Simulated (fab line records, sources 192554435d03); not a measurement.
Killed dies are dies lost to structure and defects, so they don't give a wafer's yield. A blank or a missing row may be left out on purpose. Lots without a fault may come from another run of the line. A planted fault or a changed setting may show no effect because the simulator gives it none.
Which tool did it? | flow n5_finfet | 9 lots, 27 wafers sampled, at 5 steps of a route of 1938

WHAT THE GAUGES READ, wafer by wafer
N5_BEOL_M4_THK_MEAS_01.
lot  | measured     | on            | M4_ILD_THK (nm)
L192 | day 7 19:07  | film_metro-01 | 78.9 79.1 78.6
L194 | day 8 07:51  | film_metro-01 | 78.3 79.8 80.1
L195 | day 8 10:43  | film_metro-02 | 80.9 80.7 79.8
L197 | day 8 23:01  | film_metro-01 | 110.8 78.4 113.2
L198 | day 9 09:01  | film_metro-01 | 79.1 78.6 113.0
L199 | day 9 10:55  | film_metro-01 | 78.3 80.1 80.1
L207 | day 11 10:16 | film_metro-01 | 80.0 79.3 80.8
L212 | day 13 01:19 | film_metro-01 | 77.9 79.1 79.1
L213 | day 13 01:23 | film_metro-02 | 79.9 79.1 79.9

WHICH TOOL RAN EACH LOT (tool, then ch and the chambers of the sampled wafers, then the start)
lot  | N5_BEOL_M3_SPUTTER_88        | N5_BEOL_M3_SPUTTER_94        | N5_BEOL_M3_ANNEAL_51             | N5_BEOL_M4_ILD_DEP_00
L192 | pvd_sputter-03, day 7 17:03  | pvd_sputter-03, day 7 17:43  | rtp_anneal-01 ch 0, day 7 18:08  | pecvd-02 ch 0,1,2, day 7 19:02
L194 | pvd_sputter-02, day 8 05:46  | pvd_sputter-02, day 8 06:25  | rtp_anneal-02 ch 0, day 8 06:56  | pecvd-01 ch 0,1,2, day 8 07:47
L195 | pvd_sputter-02, day 8 08:40  | pvd_sputter-02, day 8 09:19  | rtp_anneal-02 ch 0, day 8 09:52  | pecvd-01 ch 0,1,2, day 8 10:40
L197 | pvd_sputter-03, day 8 20:56  | pvd_sputter-03, day 8 21:35  | rtp_anneal-01 ch 0, day 8 22:01  | pecvd-01 ch 0,2, day 8 22:56
L198 | pvd_sputter-02, day 9 06:55  | pvd_sputter-02, day 9 07:35  | rtp_anneal-01 ch 0, day 9 08:02  | pecvd-01 ch 0,1,2, day 9 08:57
L199 | pvd_sputter-02, day 9 08:46  | pvd_sputter-02, day 9 09:25  | rtp_anneal-02 ch 0, day 9 09:53  | pecvd-02 ch 0,1,2, day 9 10:51
L207 | pvd_sputter-03, day 11 08:11 | pvd_sputter-03, day 11 08:51 | rtp_anneal-01 ch 0, day 11 09:20 | pecvd-03 ch 1,2, day 11 10:11
L212 | pvd_sputter-03, day 12 23:05 | pvd_sputter-03, day 12 23:45 | rtp_anneal-01 ch 0, day 13 00:13 | pecvd-01 ch 0,2, day 13 01:14
L213 | pvd_sputter-01, day 12 23:16 | pvd_sputter-01, day 12 23:55 | rtp_anneal-02 ch 0, day 13 00:20 | pecvd-02 ch 0,2, day 13 01:19
- N5_BEOL_M3_SPUTTER_88: material Cu, target thk 4.5 nm, time 8.29 s.
- N5_BEOL_M3_SPUTTER_94: material Cu, target thk 4.5 nm, time 8.29 s.
- N5_BEOL_M3_ANNEAL_51: time 90 s.
- N5_BEOL_M4_ILD_DEP_00: deposits SiOC from DEMS/O2, target thk 79 nm, time 15.3 s.

THE ANSWER, worked out from the rows above alone
Rule: what is usual is taken from the lots themselves. Put in order of their means at a reading, lots are off if they are a third of the lots or fewer, leave a main group of 4 or more, and stand apart from it by a gap of 3 or more times the standard deviation of the main group's means; of several such gaps the widest counts. A main group whose means are all the same, to the digits that the tables above print for the reading, isn't used. A lot without any number at a reading at which 4 lots or more have one is off too. The other lots that the step has rows for count as sound.
Off: L197, L198, at N5_BEOL_M4_THK_MEAS_01 (M4_ILD_THK). The main group: mean 79.5 nm, standard deviation 0.57.
A tool fits if, at a process step before that reading, it ran every lot that is off, and no sound lot after the first of them. The gauges at N5_BEOL_M4_THK_MEAS_01 are tried like those tools. None of those tried fits.

WHAT THE SIMULATOR HAD PUT IN
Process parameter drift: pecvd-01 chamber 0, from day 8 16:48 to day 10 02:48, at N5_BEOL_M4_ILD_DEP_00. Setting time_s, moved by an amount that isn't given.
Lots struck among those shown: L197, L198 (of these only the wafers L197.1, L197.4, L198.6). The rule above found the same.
